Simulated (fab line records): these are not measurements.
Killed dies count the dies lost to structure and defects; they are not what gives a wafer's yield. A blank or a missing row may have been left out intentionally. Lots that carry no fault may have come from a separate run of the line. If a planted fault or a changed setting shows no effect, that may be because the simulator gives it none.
fab line records    flow n5_finfet
record lots=4  wafers=12  last_day=17
route steps=1938 shown BEOL_M8@1348
lots with no fault: from the same line, run without faults
start_h: hours from the record's opening day to when the first of the lot's shown wafers began    wait_h: how many hours have passed since the lot's step before this one    " repeats the value in the row above    L1.1+2: one row covering several wafers at once    - no value present, or no start provided    * or withheld: withheld    < > ~ a bound
route shown NAME@n: NAME is a module with steps in the file, n the number in the route of the first one    usual: mean/standard deviation taken from wafers without a fault    same: alike in all rows    chamber/n: place in a boat    sites: per-site readings    _std_site: the standard deviation of these    _edge_site: mean of outer sites minus mean of inner sites    radius_mm: how far each site lies from the wafer's centre    mask NAME#n: copy n    behind: the last tool/chamber to shape the wafer    hold: why the lot was held/for how many hours/how that ended    device: whichever transistor did not switch (one of n, p or np)    end of line: the tests these same wafers got at the end of their route    a step given without rows: its recipe and nothing more    killed: at the first sort, the dies lost to defects and structure; wafer yield is something else    map: per-die view of a wafer (x killed, . not killed, _ where there is no die)
set.NAME: the setting that was run; set.NAME@STEP: the one run at that earlier step    model.NAME: the simulator's own value behind a step, which no gauge read
certain route steps with their lots: each step a table, each wafer a row
services: from which hour (start_h, from the record's first day; less than 0 if before it) a tool's chamber was out of use, for how many hours, and why
## steps
# step N5_BEOL_M8_DESCUM_16
# recipe chemistry=O2  time_s=7.9  source_power_w=50  bias_power_w=20  pressure_mtorr=20  rf_frequency_hz=2.712e+07  temp_c=40  resist=CAR-ArF  o2_flow_sccm=225
# step N5_BEOL_M8_ETCH_61
# recipe chemistry=CF4  target=SiARC  target_depth_a=455  mask_material=CAR-ArF  time_s=75.8  ion_energy_ev=80  pressure_mtorr=40  source_w=545  bias_w=36  Ar_flow_sccm=100  cf4_flow_sccm=100  ends=cleared
# step N5_BEOL_M8_ETCH_62
# recipe chemistry=N2/H2  target=SOC  target_depth_a=1100  overetch_a=220  mask_material=SiARC  temp_c=40  time_s=165  ion_energy_ev=200  pressure_mtorr=30  source_w=840  bias_w=150  n2_flow_sccm=200  h2_flow_sccm=200
# step N5_BEOL_M8_STRIP_68
# recipe chemistry=N2/H2  temp_c=40  n2_flow_sccm=200  h2_flow_sccm=200  rf_frequency_hz=6e+07
# step N5_BEOL_M8_STRIP_67
# recipe chemistry=CF4  resist=SiARC  power_w=300  bias_power_w=75  pressure_mtorr=50  cf4_flow_sccm=150  rf_frequency_hz=6e+07
# step N5_BEOL_M8_HM_OPEN_17
# recipe chemistry=Cl2/BCl3  target_depth_a=200  overetch_a=60  target=TiN  mask_material=SOC  ion_energy_ev=150  pressure_mtorr=10  icp_w=1000  bias_w=126  Cl2_flow_sccm=53.25  bcl3_flow_sccm=21.75  Ar_flow_sccm=25
# step N5_BEOL_M8_STRIP_19
# recipe chemistry=O2  power_w=400  temp_c=40  pressure_mtorr=30  rf_frequency_hz=6e+07  bias_power_w=0  overash_fraction=0.2  o2_flow_sccm=225
# step N5_BEOL_M8_COAT_63
# recipe resist=SOC  temp_c=250  time_s=60  spin_rpm=1500  resist_thk_nm=60
# step N5_BEOL_M8_COAT_64
# recipe resist=SiARC  temp_c=220  time_s=60  spin_rpm=1500  resist_thk_nm=12
# step N5_BEOL_M8_COAT_71
# recipe resist=underlayer  temp_c=205  time_s=60  spin_rpm=1500  resist_thk_nm=5
# step N5_BEOL_M8_COAT_22
# recipe resist=CAR-EUV  spin_rpm=1500  resist_thk_nm=30
# usual spin_speed_rpm=1500.0/1.2
lot.wafer  tool            chamber  start_h  wait_h  spin_speed_rpm  model.CAR-EUV_of_BEOL_M8_COAT_22.thk_nm
L241.1     litho_track-03  0        280.38   -       1501.5          30
L241.2     "               0        "        "       1499.2          30
L241.4     "               0        "        "       1500.8          30
L246.2     litho_track-03  0        303.34   -       1384.4          31.2
L246.3     "               0        "        "       1381.6          31.2
L246.6     "               0        "        "       1381.5          31.2
L247.2     litho_track-03  0        312.92   -       1381.5          31.2
L247.3     "               0        "        "       1382.3          31.2
L247.6     "               0        "        "       1382.6          31.4
L250.1     litho_track-04  0        339.28   -       1500.1          30
L250.5     "               0        "        "       1500.8          30
L250.6     "               0        "        "       1501.9          30
# step N5_BEOL_M8_EBR_24
# recipe solvent=PGMEA  ebr_width_mm=1.5
# step N5_BEOL_M8_SOFTBAKE_23
# recipe temp_c=110  time_s=60  resist=CAR-EUV
# step N5_BEOL_M8_EXPOSE_25
# recipe mask_id=V7  na=0.33  source_shape=annular  sigma_inner=0.4  sigma_outer=0.8  polarization=unpolarized  target_cd_nm=40  dose_mj=42.5
# step N5_BEOL_M8_PEB_26
# recipe peb_temp_c=100  peb_time_s=60  resist=CAR-EUV
# step N5_BEOL_M8_DEVELOP_27
# recipe develop_time_s=30  developer=TMAH  resist=CAR-EUV  rinse_liquid=surfactant_rinse  dry=air_spin  dev_temp_c=23
# step N5_BEOL_M8_DESCUM_33
# recipe chemistry=O2  time_s=7  source_power_w=50  bias_power_w=20  pressure_mtorr=20  rf_frequency_hz=2.712e+07  temp_c=40  resist=CAR-EUV  o2_flow_sccm=225
# step N5_BEOL_M8_ETCH_72
# recipe chemistry=N2/H2  target=underlayer  target_depth_a=65  mask_material=CAR-EUV  time_s=5.2  ion_energy_ev=200  pressure_mtorr=30  source_w=840  bias_w=150  n2_flow_sccm=200  h2_flow_sccm=200  ends=cleared
# step N5_BEOL_M8_ETCH_65
# recipe chemistry=CF4  target=SiARC  target_depth_a=156  mask_material=CAR-EUV  time_s=26  ion_energy_ev=80  pressure_mtorr=40  source_w=545  bias_w=36  Ar_flow_sccm=100  cf4_flow_sccm=100  ends=cleared
# usual drypump_motor_current_A=5.8/0.34  etch_rf_on_time_s=26.2/0.47  mfc_ar_sccm=100.0/0.31  oes_product_au=0.70/0.056  rf_fwd_power_W=531.8/1.6  rf_vpp_V=184.2/1.1  showerhead_plenum_p_Torr=2.17/0.053  throttle_valve_pct=15.49/0.29
lot.wafer  tool         chamber  start_h  wait_h  drypump_motor_current_A  etch_rf_on_time_s  mfc_ar_sccm  oes_product_au  rf_fwd_power_W  rf_hours_counter_h  rf_vpp_V  showerhead_plenum_p_Torr  throttle_valve_pct  model.CAR-EUV_of_BEOL_M8_COAT_22.thk_nm
L241.1     rie_diel-02  0        280.82   0.0     6.0                      26.4               99.7         0.69            529.4           94                  182.7     2.15                      15.41               11
L241.2     "            1        "        "       5.5                      26.7               99.7         0.59            533.7           243                 185.3     2.21                      16.15               11
L241.4     "            3        "        "       5.5                      26.3               99.9         0.71            533.5           55                  184.6     2.18                      15.22               11
L246.2     rie_diel-02  0        304.03   0.0     6.0                      26.1               100.0        0.68            529.5           102                 183.7     2.15                      15.41               12.4
L246.3     "            2        "        "       6.2                      26.2               100.2        0.71            532.7           88                  184.2     2.15                      15.23               12.4
L246.6     "            2        "        "       6.2                      26.3               100.2        0.70            533.0           -                   184.9     2.14                      15.21               12.4
L247.2     rie_diel-06  2        313.83   0.0     5.7                      25.8               100.0        0.70            533.9           90                  182.4     2.08                      15.53               12.4
L247.3     "            1        "        "       6.5                      26.3               99.8         0.71            529.6           64                  184.8     2.16                      15.73               12.4
L247.6     "            1        "        "       6.5                      26.3               99.8         0.71            530.0           -                   185.1     2.16                      15.74               12.6
L250.1     rie_diel-02  0        340.07   0.0     6.0                      26.3               99.8         0.66            530.5           116                 183.0     2.14                      15.43               11.2
L250.5     "            2        "        "       6.2                      26.2               100.4        0.69            531.5           -                   184.3     2.14                      15.25               11.4
L250.6     "            3        "        "       5.5                      26.4               99.6         0.68            535.6           -                   184.4     2.17                      15.25               11
# step N5_BEOL_M8_ETCH_66
# recipe chemistry=N2/H2  target=SOC  target_depth_a=800  overetch_a=160  mask_material=SiARC  temp_c=40  time_s=120  ion_energy_ev=200  pressure_mtorr=30  source_w=840  bias_w=150  n2_flow_sccm=200  h2_flow_sccm=200
## services
tool         chamber  start_h  hours  kind
rie_diel-02  1        302.20   -      clean
rie_diel-02  1        302.20   -      consumable_replace:focus_ring
rie_diel-02  1        302.20   17.0   scheduled_down
rie_diel-02  1        302.20   17.0   vent_cycle
rie_diel-06  3        303.32   -      clean
rie_diel-06  3        303.32   -      consumable_replace:focus_ring
rie_diel-06  3        303.32   15.4   scheduled_down
rie_diel-06  3        303.32   15.4   vent_cycle
## key
first_sign step=N5_BEOL_M8_COAT_22  reading=spin_speed_rpm  direction=down  sigmas=99+  usual=*  struck=*
effect none on later readings
model_effect step=N5_BEOL_M8_COAT_22  value=CAR-EUV_of_BEOL_M8_COAT_22.thk_nm  without=29.97  struck=31.23
model_effect step=N5_BEOL_M8_ETCH_65  value=CAR-EUV_of_BEOL_M8_COAT_22.thk_nm  without=11.2  struck=12.43
met_at N5_BEOL_M8_COAT_22
struck_wafers L246.2,L246.3,L246.6,L247.2,L247.3,L247.6
onset_between 280.38 303.34
fault kind=process_parameter_drift  tool=litho_track-03  chamber=-  onset_h=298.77  steps=N5_BEOL_M8_COAT_22  channel=spin_rpm  offset=*  shape=step  acts_in=*  stated=*
